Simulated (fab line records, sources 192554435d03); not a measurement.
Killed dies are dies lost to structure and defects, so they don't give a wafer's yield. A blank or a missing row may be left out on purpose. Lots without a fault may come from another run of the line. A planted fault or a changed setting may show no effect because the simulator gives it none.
Split-lot experiment | flow n5_finfet | 7 lots, 21 wafers read, on a route of 1938 steps

THE SPLIT
At N5_PASSIVATION_SPUTTER_20 (material TaN, target thk 50 nm), the setting target_thk_a was moved away from the recipe's 500 angstrom on 5 of the 21 wafers read, by -12.0% to +6.7%. The other wafers ran this setting at the recipe's value.

The reading is taken at the split's own step.

THE READING
TaN_of_PASSIVATION_SPUTTER_20.thk_nm (the simulator's own value, which no gauge read), in nm, at N5_PASSIVATION_SPUTTER_20 (material TaN, target thk 50 nm). The file gives no usual value for it. The 16 wafers here that ran the recipe average 50.4 nm, standard deviation 0.65 nm.

wafer  | tool, chamber at the split | target_thk_a as run, angstrom | against the recipe | TaN_of_PASSIVATION_SPUTTER_20.thk_nm, nm | against lot-mates on the recipe
L075.2 | pvd_sputter-02, -          | 533.7                         | +6.7%              | 54.6                                     | +3.6
L075.3 | pvd_sputter-02, -          | 500                           | recipe             | 50.6                                     | -
L075.6 | pvd_sputter-02, -          | 500                           | recipe             | 51.4                                     | -
L077.1 | pvd_sputter-02, -          | 500                           | recipe             | 51                                       | -
L077.2 | pvd_sputter-02, -          | 500                           | recipe             | 51.2                                     | -
L077.5 | pvd_sputter-02, -          | 500                           | recipe             | 50.8                                     | -
L078.4 | pvd_sputter-03, -          | 500                           | recipe             | 50.2                                     | -
L078.5 | pvd_sputter-03, -          | 500                           | recipe             | 50.2                                     | -
L078.6 | pvd_sputter-03, -          | 500                           | recipe             | 50.2                                     | -
L081.1 | pvd_sputter-01, -          | 500                           | recipe             | 49.4                                     | -
L081.3 | pvd_sputter-01, -          | 500                           | recipe             | 49.4                                     | -
L081.5 | pvd_sputter-01, -          | 500                           | recipe             | 49.2                                     | -
L082.1 | pvd_sputter-01, -          | 500                           | recipe             | 49.8                                     | -
L082.2 | pvd_sputter-01, -          | 471.6                         | -5.7%              | 47                                       | -2.8
L082.5 | pvd_sputter-01, -          | 471.6                         | -5.7%              | 47.2                                     | -2.6
L090.2 | pvd_sputter-01, -          | 500                           | recipe             | 50.4                                     | -
L090.4 | pvd_sputter-01, -          | 500                           | recipe             | 50.8                                     | -
L090.6 | pvd_sputter-01, -          | 500                           | recipe             | 50.6                                     | -
L093.4 | pvd_sputter-02, -          | 440.1                         | -12.0%             | 44.8                                     | -6.2
L093.5 | pvd_sputter-02, -          | 440.1                         | -12.0%             | 45.4                                     | -5.6
L093.6 | pvd_sputter-02, -          | 500                           | recipe             | 51                                       | -

THE FIT
A straight line over all 21 wafers: TaN_of_PASSIVATION_SPUTTER_20.thk_nm changes by +0.488 nm for each +1% of target_thk_a; r = +0.95; the points scatter about the line by 0.68 nm.
The same after taking each lot's own level away (the mean of its wafers on the recipe; 21 wafers): +0.496 nm for each +1%; r = +1.00; scatter 0.2 nm.
On that fit, the largest move of target_thk_a shifts the reading by 5.9 nm.
The lots' own levels span 49.33 to 51.00 nm, that is 2.6 times the standard deviation above.
So the lot-to-lot level changes the slope little: the two slopes agree.
Check: with one of the wafers moved furthest among these (-12.0%) left out of the fit, the line predicts -5.76 nm for it against its lot-mates. It came out at -6.2 nm against them.

OTHER SPLITS ON THESE WAFERS
These wafers also went through other splits before the reading. Each is held against what the fit with the lots' levels taken away leaves over:
other split on the same wafers | wafers away from the commonest value | r with TaN_of_PASSIVATION_SPUTTER_20.thk_nm (lot level and that fit taken away)
N5_BEOL_M13_SPUTTER_43 time_s  | 7                                    | +0.05
N5_BEOL_M14_SPUTTER_43 time_s  | 4                                    | -0.09
N5_BEOL_M15_ILD_DEP_00 time_s  | 7                                    | +0.22
N5_MIM_TOP_SPUTTER_03 power_w  | 7                                    | +0.23
N5_PASSIVATION_ETCH_15 bias_w  | 7                                    | +0.09

THE FILE'S OWN FIT
TaN_of_PASSIVATION_SPUTTER_20.thk_nm changes by +0.499 nm for each +1% of target_thk_a, r = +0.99.
